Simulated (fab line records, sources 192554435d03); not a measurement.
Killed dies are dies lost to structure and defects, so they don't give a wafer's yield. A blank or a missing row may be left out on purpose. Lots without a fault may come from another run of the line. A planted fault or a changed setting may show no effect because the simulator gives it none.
Split-lot experiment | flow n5_finfet | 7 lots, 39 wafers read, on a route of 1938 steps

THE SPLIT
At N5_GATE_CUT_ETCH_56 (etches TiN in Cl2/Ar, target depth 21.6 nm), the setting icp_w was moved away from the recipe's 600 W on 12 of the 39 wafers read, by -11.5% to +17.6%. The other wafers ran this setting at the recipe's value.

The reading is taken at the split's own step.

THE READING
etch.depth_nm (the simulator's own value, which no gauge read), in nm, at N5_GATE_CUT_ETCH_56 (etches TiN in Cl2/Ar, target depth 21.6 nm). The file gives no usual value for it. The 27 wafers here that ran the recipe average 21.92 nm, standard deviation 0.61 nm.

wafer  | tool, chamber at the split | icp_w as run, W | against the recipe | etch.depth_nm, nm | against lot-mates on the recipe
L078.1 | rie_metal-03, 1            | 600             | recipe             | 21.16             | -
L078.2 | rie_metal-03, 0            | 600             | recipe             | 22.67             | -
L078.3 | rie_metal-03, 0            | 557.5           | -7.1%              | 21.28             | -0.32
L078.4 | rie_metal-03, 1            | 600             | recipe             | 20.98             | -
L078.5 | rie_metal-03, 0            | 557.5           | -7.1%              | 21.25             | -0.35
L078.6 | rie_metal-03, 1            | 557.5           | -7.1%              | 19.76             | -1.84
L080.1 | rie_metal-02, 1            | 600             | recipe             | 21.82             | -
L080.2 | rie_metal-02, 0            | 600             | recipe             | 22.12             | -
L080.3 | rie_metal-02, 1            | 705.6           | +17.6%             | 25.29             | +3.34
L080.4 | rie_metal-02, 0            | 705.6           | +17.6%             | 25.57             | +3.62
L080.5 | rie_metal-02, 0            | 705.6           | +17.6%             | 25.46             | +3.51
L080.6 | rie_metal-02, 1            | 600             | recipe             | 21.91             | -
L084.1 | rie_metal-01, 1            | 600             | recipe             | 21.38             | -
L084.2 | rie_metal-01, 0            | 600             | recipe             | 21.96             | -
L084.3 | rie_metal-01, 0            | 600             | recipe             | 21.91             | -
L084.4 | rie_metal-01, 1            | 600             | recipe             | 21.21             | -
L084.5 | rie_metal-01, 0            | 600             | recipe             | 21.9              | -
L084.6 | rie_metal-01, 1            | 600             | recipe             | 21.24             | -
L087.1 | rie_metal-03, 0            | 600             | recipe             | 22.93             | -
L087.2 | rie_metal-03, 0            | 600             | recipe             | 23.03             | -
L087.3 | rie_metal-03, 0            | 600             | recipe             | 22.81             | -
L087.4 | rie_metal-03, 0            | 600             | recipe             | 22.63             | -
L087.5 | rie_metal-03, 0            | 600             | recipe             | 22.65             | -
L087.6 | rie_metal-03, 0            | 600             | recipe             | 22.79             | -
L089.1 | rie_metal-02, 1            | 600             | recipe             | 21.71             | -
L089.2 | rie_metal-02, 0            | 600             | recipe             | 21.99             | -
L089.3 | rie_metal-02, 1            | 530.9           | -11.5%             | 19.55             | -2.39
L089.4 | rie_metal-02, 0            | 600             | recipe             | 22.11             | -
L089.5 | rie_metal-02, 0            | 530.9           | -11.5%             | 19.72             | -2.22
L089.6 | rie_metal-02, 1            | 530.9           | -11.5%             | 19.7              | -2.24
L090.1 | rie_metal-01, 0            | 600             | recipe             | 21.64             | -
L090.2 | rie_metal-01, 1            | 600             | recipe             | 21                | -
L090.3 | rie_metal-01, 1            | 600             | recipe             | 21.01             | -
L093.1 | rie_metal-02, 0            | 669.1           | +11.5%             | 24.03             | +2.30
L093.2 | rie_metal-02, 1            | 669.1           | +11.5%             | 23.72             | +1.99
L093.3 | rie_metal-02, 0            | 600             | recipe             | 21.86             | -
L093.4 | rie_metal-02, 1            | 600             | recipe             | 21.68             | -
L093.5 | rie_metal-02, 0            | 669.1           | +11.5%             | 24.17             | +2.44
L093.6 | rie_metal-02, 1            | 600             | recipe             | 21.64             | -

THE FIT
A straight line over all 39 wafers: etch.depth_nm changes by +0.192 nm for each +1% of icp_w; r = +0.92; the points scatter about the line by 0.57 nm.
The same after taking each lot's own level away (the mean of its wafers on the recipe; 39 wafers): +0.19 nm for each +1%; r = +0.96; scatter 0.38 nm.
On that fit, the largest move of icp_w shifts the reading by 3.4 nm.
The lots' own levels span 21.217 to 22.807 nm, that is 2.6 times the standard deviation above.
So the lot-to-lot level changes the slope little: the two slopes agree.
Check: with one of the wafers moved furthest among these (+17.6%) left out of the fit, the line predicts +3.41 nm for it against its lot-mates. It came out at +3.34 nm against them.

OTHER SPLITS ON THESE WAFERS
These wafers also went through other splits before the reading. Each is held against what the fit with the lots' levels taken away leaves over:
other split on the same wafers       | wafers away from the commonest value | r with etch.depth_nm (lot level and that fit taken away)
N5_DUMMY_GATE_ETCH_31 target_depth_a | 9                                    | +0.01
N5_HKMG_FIN_ETCH_54 source_w         | 18                                   | +0.00

THE FILE'S OWN FIT
etch.depth_nm changes by +0.191 nm for each +1% of icp_w, r = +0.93.
